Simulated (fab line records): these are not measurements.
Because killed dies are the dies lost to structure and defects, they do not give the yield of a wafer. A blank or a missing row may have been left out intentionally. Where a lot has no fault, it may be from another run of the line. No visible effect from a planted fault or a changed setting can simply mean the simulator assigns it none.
What tool caused it? :: flow nand-harc :: 12 lots, 36 wafers sampled, at 5 steps of a route of 1159

WHAT EACH GAUGE READ, for each wafer
NHARC_END_SORT_01. Usual: defect-limited-yield 95.4 %, standard deviation 1.8; killed-at-array 28, standard deviation 11; killed-at-other 0.7, standard deviation 0.88; killed-at-periphery 3.1, standard deviation 2.2; killed-dies 31, standard deviation 12; killed-open 3.3, standard deviation 2; killed-short 2.0, standard deviation 1.6; sort_bin_2_pct 1.5 %, standard deviation 0.73; sort_bin_3_pct 0.27 %, standard deviation 0.22; sort_bin_4_pct 2.9 %, standard deviation 1.1; sort-n-pass 646, standard deviation 12; sort-rim-yield-pct 93 %, standard deviation 3.9; sort-yield-pct 95.4 %, standard deviation 1.8.
lot: L764
measured: day 21 11:41
on: prober-01
defect-limited-yield (%): 95.6
killed-at-array: 28
killed-at-other: 0
killed-at-periphery: 2
killed-dies: 30
killed-open: 1
killed-short: 1
sort_bin_2_pct (%): 0.7
sort_bin_3_pct (%): 0.15
sort_bin_4_pct (%): 3.5
sort-n-pass: 647
sort-rim-yield-pct (%): 89
sort-yield-pct (%): 95.6
flag: 

lot: L765
measured: day 21 07:41
on: prober-02
defect-limited-yield (%): 96.9 96.3 95.6
killed-at-array: 16 23 28
killed-at-other: 1 1 1
killed-at-periphery: 4 1 1
killed-dies: 21 25 30
killed-open: 1 1 4
killed-short: 0 2 1
sort_bin_2_pct (%): 0.6 0.9 1.3
sort_bin_3_pct (%): 0.15 0.44 0.15
sort_bin_4_pct (%): 2.4 2.4 3.0
sort-n-pass: 656 652 647
sort-rim-yield-pct (%): 95 94 93
sort-yield-pct (%): 96.9 96.3 95.6
flag: 

lot: L768
measured: day 21 22:43
on: prober-01
defect-limited-yield (%): 95.6 95.6 95.9
killed-at-array: 27 25 23
killed-at-other: 0 1 1
killed-at-periphery: 3 4 4
killed-dies: 30 30 28
killed-open: 3 1 5
killed-short: 3 2 3
sort_bin_2_pct (%): 2.4 0.9 1.3
sort_bin_3_pct (%): 0 0.15 0.44
sort_bin_4_pct (%): 2.1 3.4 2.4
sort-n-pass: 647 647 649
sort-rim-yield-pct (%): 93 96 95
sort-yield-pct (%): 95.6 95.6 95.9
flag: 

lot: L775
measured: day 24 18:03
on: prober-02
defect-limited-yield (%): 87.0 97.8 98.1
killed-at-array: 11 12 13
killed-at-other: 0 0 0
killed-at-periphery: 77 3 0
killed-dies: 88 15 13
killed-open: 4 7 4
killed-short: 3 1 1
sort_bin_2_pct (%): 5.3 0.9 0.3
sort_bin_3_pct (%): 1.92 0 0
sort_bin_4_pct (%): 5.8 1.3 1.6
sort-n-pass: 589 662 664
sort-rim-yield-pct (%): 85 96 100
sort-yield-pct (%): 87.0 97.8 98.1
flag: OFF

lot: L777
measured: day 25 01:49
on: prober-02
defect-limited-yield (%): 92.9 92.9 82.4
killed-at-array: 44 41 52
killed-at-other: 1 0 0
killed-at-periphery: 3 7 67
killed-dies: 48 48 119
killed-open: 2 7 1
killed-short: 1 0 0
sort_bin_2_pct (%): 3.0 1.5 7.4
sort_bin_3_pct (%): 0.30 0.59 2.66
sort_bin_4_pct (%): 3.8 5.0 7.5
sort-n-pass: 629 629 558
sort-rim-yield-pct (%): 91 89 74
sort-yield-pct (%): 92.9 92.9 82.4
flag: OFF

TOOL THAT RAN EACH LOT (tool first, then ch and the chambers of the sampled wafers, then the start)
lot: L758
NHARC_P_M1_PVD_20: pvd-sputter-01, day 6 17:29
NHARC_A_BONDPAD_PVD_27: pvd-sputter-01, day 18 09:06 or earlier
NHARC_A_BONDPAD_ANNEAL_28: rtp-anneal-01 ch 0, day 18 09:06
NHARC_THIN_TSV_ETCH_59: rie-metal-01 ch 0,1, day 19 05:52

lot: L760
NHARC_P_M1_PVD_20: pvd-sputter-02, day 6 20:00
NHARC_A_BONDPAD_PVD_27: pvd-sputter-03, day 18 09:24 or earlier
NHARC_A_BONDPAD_ANNEAL_28: rtp-anneal-02 ch 0, day 18 09:24
NHARC_THIN_TSV_ETCH_59: rie-metal-02 ch 0,1, day 19 07:04

lot: L762
NHARC_P_M1_PVD_20: pvd-sputter-02, day 7 03:35
NHARC_A_BONDPAD_PVD_27: pvd-sputter-01, day 18 14:50 or earlier
NHARC_A_BONDPAD_ANNEAL_28: rtp-anneal-01 ch 0, day 18 14:50
NHARC_THIN_TSV_ETCH_59: rie-metal-02 ch 0,1, day 19 12:14

lot: L763
NHARC_P_M1_PVD_20: pvd-sputter-03, day 7 04:14
NHARC_A_BONDPAD_PVD_27: pvd-sputter-03, day 19 08:07 or earlier
NHARC_A_BONDPAD_ANNEAL_28: rtp-anneal-02 ch 0, day 19 08:07
NHARC_THIN_TSV_ETCH_59: rie-metal-01 ch 0,1, day 20 04:37

lot: L764
NHARC_P_M1_PVD_20: pvd-sputter-01, day 8 01:04
NHARC_A_BONDPAD_PVD_27: pvd-sputter-02, day 20 04:26 or earlier
NHARC_A_BONDPAD_ANNEAL_28: rtp-anneal-01 ch 0, day 20 04:26
NHARC_THIN_TSV_ETCH_59: rie-metal-03 ch 0,1, day 21 00:43

lot: L765
NHARC_P_M1_PVD_20: pvd-sputter-01, day 8 05:05
NHARC_A_BONDPAD_PVD_27: pvd-sputter-01, day 20 03:34 or earlier
NHARC_A_BONDPAD_ANNEAL_28: rtp-anneal-02 ch 0, day 20 03:34
NHARC_THIN_TSV_ETCH_59: rie-metal-01 ch 0,1, day 20 23:03

lot: L767
NHARC_P_M1_PVD_20: pvd-sputter-03, day 8 12:26
NHARC_A_BONDPAD_PVD_27: pvd-sputter-01, day 20 17:26 or earlier
NHARC_A_BONDPAD_ANNEAL_28: rtp-anneal-02 ch 0, day 20 17:26
NHARC_THIN_TSV_ETCH_59: rie-metal-01 ch 0,1, day 21 13:17

lot: L768
NHARC_P_M1_PVD_20: pvd-sputter-02, day 8 12:41
NHARC_A_BONDPAD_PVD_27: pvd-sputter-01, day 20 20:28 or earlier
NHARC_A_BONDPAD_ANNEAL_28: rtp-anneal-02 ch 0, day 20 20:28
NHARC_THIN_TSV_ETCH_59: rie-metal-03 ch 0,1, day 21 14:06

lot: L769
NHARC_P_M1_PVD_20: pvd-sputter-02, day 9 21:38
NHARC_A_BONDPAD_PVD_27: pvd-sputter-03, day 21 13:49 or earlier
NHARC_A_BONDPAD_ANNEAL_28: rtp-anneal-01 ch 0, day 21 13:49
NHARC_THIN_TSV_ETCH_59: rie-metal-03 ch 0,1, day 22 12:05

lot: L771
NHARC_P_M1_PVD_20: pvd-sputter-03, day 10 02:47
NHARC_A_BONDPAD_PVD_27: pvd-sputter-02, day 22 10:07 or earlier
NHARC_A_BONDPAD_ANNEAL_28: rtp-anneal-02 ch 0, day 22 10:07
NHARC_THIN_TSV_ETCH_59: rie-metal-01 ch 0,1, day 23 09:16

lot: L775
NHARC_P_M1_PVD_20: pvd-sputter-02, day 10 11:59
NHARC_A_BONDPAD_PVD_27: pvd-sputter-03, day 23 06:01 or earlier
NHARC_A_BONDPAD_ANNEAL_28: rtp-anneal-01 ch 0, day 23 06:01
NHARC_THIN_TSV_ETCH_59: rie-metal-02 ch 0,1, day 24 10:45

lot: L777
NHARC_P_M1_PVD_20: pvd-sputter-02, day 11 03:28
NHARC_A_BONDPAD_PVD_27: pvd-sputter-02, day 23 09:35 or earlier
NHARC_A_BONDPAD_ANNEAL_28: rtp-anneal-01 ch 0, day 23 09:35
NHARC_THIN_TSV_ETCH_59: rie-metal-03 ch 0, day 24 11:49
- NHARC_P_M1_PVD_20: deposits TaN, target thk 5 nm, time 8.06 s.
- NHARC_A_BONDPAD_PVD_27: deposits Cu, target thk 30 nm, time 20.49 s.
- NHARC_A_BONDPAD_ANNEAL_28: time 90 s.
- NHARC_THIN_TSV_ETCH_59: etches the open film in Cl2/BCl3, target depth 880 nm, time 138.1 s.

WHAT THE TOOLS THEMSELVES READ (means of the sampled wafers that have a number; where no wafer has one, the mark that the record gives instead)
NHARC_P_M1_PVD_20. Usual: chamber-pressure-pa 0.12 Pa, standard deviation 0.00022; throttle-valve-pct 30.4 %, standard deviation 1.1.
lot: L758
tool: pvd-sputter-01
chamber-pressure-pa (Pa): 0.12
throttle-valve-pct (%): 30.6
flag: 

lot: L760
tool: pvd-sputter-02
chamber-pressure-pa (Pa): 0.12
throttle-valve-pct (%): 30.4
flag: 

lot: L762
tool: pvd-sputter-02
chamber-pressure-pa (Pa): 0.12
throttle-valve-pct (%): 29.9
flag: 

lot: L763
tool: pvd-sputter-03
chamber-pressure-pa (Pa): 0.12
throttle-valve-pct (%): 30.9
flag: 

lot: L764
tool: pvd-sputter-01
chamber-pressure-pa (Pa): 0.12
throttle-valve-pct (%): 30.8
flag: 

lot: L765
tool: pvd-sputter-01
chamber-pressure-pa (Pa): 0.12
throttle-valve-pct (%): 31.0
flag: 

lot: L767
tool: pvd-sputter-03
chamber-pressure-pa (Pa): 0.12
throttle-valve-pct (%): 31.0
flag: 

lot: L768
tool: pvd-sputter-02
chamber-pressure-pa (Pa): 0.12
throttle-valve-pct (%): 30.2
flag: 

lot: L769
tool: pvd-sputter-02
chamber-pressure-pa (Pa): 0.12
throttle-valve-pct (%): 29.8
flag: 

lot: L771
tool: pvd-sputter-03
chamber-pressure-pa (Pa): 0.12
throttle-valve-pct (%): 30.5
flag: 

lot: L775
tool: pvd-sputter-02
chamber-pressure-pa (Pa): 0.12
throttle-valve-pct (%): 30.3
flag: 

lot: L777
tool: pvd-sputter-02
chamber-pressure-pa (Pa): 0.12
throttle-valve-pct (%): 30.3
flag: 

NHARC_A_BONDPAD_PVD_27. Usual: chamber-pressure-pa 5.001 Pa, standard deviation 0.0096; throttle-valve-pct 30.5 %, standard deviation 0.86.
lot: L758
tool: pvd-sputter-01
chamber-pressure-pa (Pa): 4.999
throttle-valve-pct (%): 30.6
flag: 

lot: L760
tool: pvd-sputter-03
chamber-pressure-pa (Pa): 5.001
throttle-valve-pct (%): 31.0
flag: 

lot: L762
tool: pvd-sputter-01
chamber-pressure-pa (Pa): 5.001
throttle-valve-pct (%): 30.1
flag: 

lot: L763
tool: pvd-sputter-03
chamber-pressure-pa (Pa): 4.996
throttle-valve-pct (%): 31.0
flag: 

lot: L764
tool: pvd-sputter-02
chamber-pressure-pa (Pa): 4.994
throttle-valve-pct (%): 31.1
flag: 

lot: L765
tool: pvd-sputter-01
chamber-pressure-pa (Pa): 5.017
throttle-valve-pct (%): 30.6
flag: 

lot: L767
tool: pvd-sputter-01
chamber-pressure-pa (Pa): 5.000
throttle-valve-pct (%): 30.2
flag: 

lot: L768
tool: pvd-sputter-01
chamber-pressure-pa (Pa): 5.003
throttle-valve-pct (%): 30.3
flag: 

lot: L769
tool: pvd-sputter-03
chamber-pressure-pa (Pa): 4.990
throttle-valve-pct (%): 30.9
flag: 

lot: L771
tool: pvd-sputter-02
chamber-pressure-pa (Pa): 4.996
throttle-valve-pct (%): 30.3
flag: 

lot: L775
tool: pvd-sputter-03
chamber-pressure-pa (Pa): 5.003
throttle-valve-pct (%): 30.6
flag: 

lot: L777
tool: pvd-sputter-02
chamber-pressure-pa (Pa): 5.018
throttle-valve-pct (%): 29.5
flag: 

NHARC_A_BONDPAD_ANNEAL_28. Usual: wafer_temp_C_max 226.0, standard deviation 0.32.
lot: L758
tool: rtp-anneal-01
wafer_temp_C_max: 226.2
flag: 

lot: L760
tool: rtp-anneal-02
wafer_temp_C_max: 225.8
flag: 

lot: L762
tool: rtp-anneal-01
wafer_temp_C_max: 225.8
flag: 

lot: L763
tool: rtp-anneal-02
wafer_temp_C_max: 225.8
flag: 

lot: L764
tool: rtp-anneal-01
wafer_temp_C_max: 226.3
flag: 

lot: L765
tool: rtp-anneal-02
wafer_temp_C_max: 225.8
flag: 

lot: L767
tool: rtp-anneal-02
wafer_temp_C_max: 226.0
flag: 

lot: L768
tool: rtp-anneal-02
wafer_temp_C_max: 225.9
flag: 

lot: L769
tool: rtp-anneal-01
wafer_temp_C_max: 226.3
flag: 

lot: L771
tool: rtp-anneal-02
wafer_temp_C_max: 225.8
flag: 

lot: L775
tool: rtp-anneal-01
wafer_temp_C_max: 226.3
flag: 

lot: L777
tool: rtp-anneal-01
wafer_temp_C_max: 226.3
flag: 

NHARC_THIN_TSV_ETCH_59. Usual: drypump-motor-current-A 6.11 A, standard deviation 0.24; oes-product-au 0.997 a.u., standard deviation 0.0099; rf-fwd-power-W 895.1 W, standard deviation 2.6; throttle-valve-pct 22.263 %, standard deviation 0.0085.
lot: L758
tool: rie-metal-01
drypump-motor-current-A (A): 5.94
oes-product-au (a.u.): 1.005
rf-fwd-power-W (W): 897.2
throttle-valve-pct (%): 22.259
flag: 

lot: L760
tool: rie-metal-02
drypump-motor-current-A (A): 5.99
oes-product-au (a.u.): 0.999
rf-fwd-power-W (W): 897.9
throttle-valve-pct (%): 22.263
flag: 

lot: L762
tool: rie-metal-02
drypump-motor-current-A (A): 5.99
oes-product-au (a.u.): 1.002
rf-fwd-power-W (W): 894.5
throttle-valve-pct (%): 22.256
flag: 

lot: L763
tool: rie-metal-01
drypump-motor-current-A (A): 5.94
oes-product-au (a.u.): 1.004
rf-fwd-power-W (W): 893.3
throttle-valve-pct (%): 22.260
flag: 

lot: L764
tool: rie-metal-03
drypump-motor-current-A (A): 6.35
oes-product-au (a.u.): 1.007
rf-fwd-power-W (W): 895.9
throttle-valve-pct (%): 22.265
flag: 

lot: L765
tool: rie-metal-01
drypump-motor-current-A (A): 5.90
oes-product-au (a.u.): 0.985
rf-fwd-power-W (W): 893.3
throttle-valve-pct (%): 22.264
flag: 

lot: L767
tool: rie-metal-01
drypump-motor-current-A (A): 5.90
oes-product-au (a.u.): 0.990
rf-fwd-power-W (W): 895.0
throttle-valve-pct (%): 22.265
flag: 

lot: L768
tool: rie-metal-03
drypump-motor-current-A (A): 6.44
oes-product-au (a.u.): 0.989
rf-fwd-power-W (W): 892.6
throttle-valve-pct (%): 22.261
flag: 

lot: L769
tool: rie-metal-03
drypump-motor-current-A (A): 6.43
oes-product-au (a.u.): 0.992
rf-fwd-power-W (W): 896.3
throttle-valve-pct (%): 22.269
flag: 

lot: L771
tool: rie-metal-01
drypump-motor-current-A (A): 5.96
oes-product-au (a.u.): 0.991
rf-fwd-power-W (W): 895.1
throttle-valve-pct (%): 22.265
flag: 

lot: L775
tool: rie-metal-02
drypump-motor-current-A (A): 5.99
oes-product-au (a.u.): 1.002
rf-fwd-power-W (W): 894.3
throttle-valve-pct (%): 22.265
flag: 

lot: L777
tool: rie-metal-03
drypump-motor-current-A (A): 6.27
oes-product-au (a.u.): 0.991
rf-fwd-power-W (W): 898.8
throttle-valve-pct (%): 22.268
flag: 

THE ANSWER, worked out from the rows above alone
Rule: a lot counts as off when the mean over its wafers that have a number is more than 3 standard deviations away from the usual mean. Also off: a lot with no number at a reading for which 4 or more lots have one. Where the step has rows for the other lots, those lots are counted as sound. The gauges are gone through in route order, then the tools' own readings, and for those a lot's mean is taken as printed above. The first step at which some lot is off is used, and at that step the reading that is off furthest; a lot without a number counts as furthest.
Off at NHARC_END_SORT_01 (killed-at-periphery): L775, L777. Neither off nor sound, because the step has no rows for them: L758, L760, L762, L763, L767, L769, L771.
A tool fits if, at a process step before that reading, it ran every lot that is off, and no sound lot after the first of them. Those tools and the gauges at NHARC_END_SORT_01 are tried in the same way. With no start given for some of its lots, NHARC_A_BONDPAD_PVD_27 uses the hours and lot order of NHARC_A_BONDPAD_ANNEAL_28. Can't be told from this: 3 tools fit, pvd-sputter-02 at NHARC_P_M1_PVD_20, rtp-anneal-01 at NHARC_A_BONDPAD_ANNEAL_28, prober-02 at NHARC_END_SORT_01.

WHAT HAD BEEN PUT IN BY THE SIMULATOR
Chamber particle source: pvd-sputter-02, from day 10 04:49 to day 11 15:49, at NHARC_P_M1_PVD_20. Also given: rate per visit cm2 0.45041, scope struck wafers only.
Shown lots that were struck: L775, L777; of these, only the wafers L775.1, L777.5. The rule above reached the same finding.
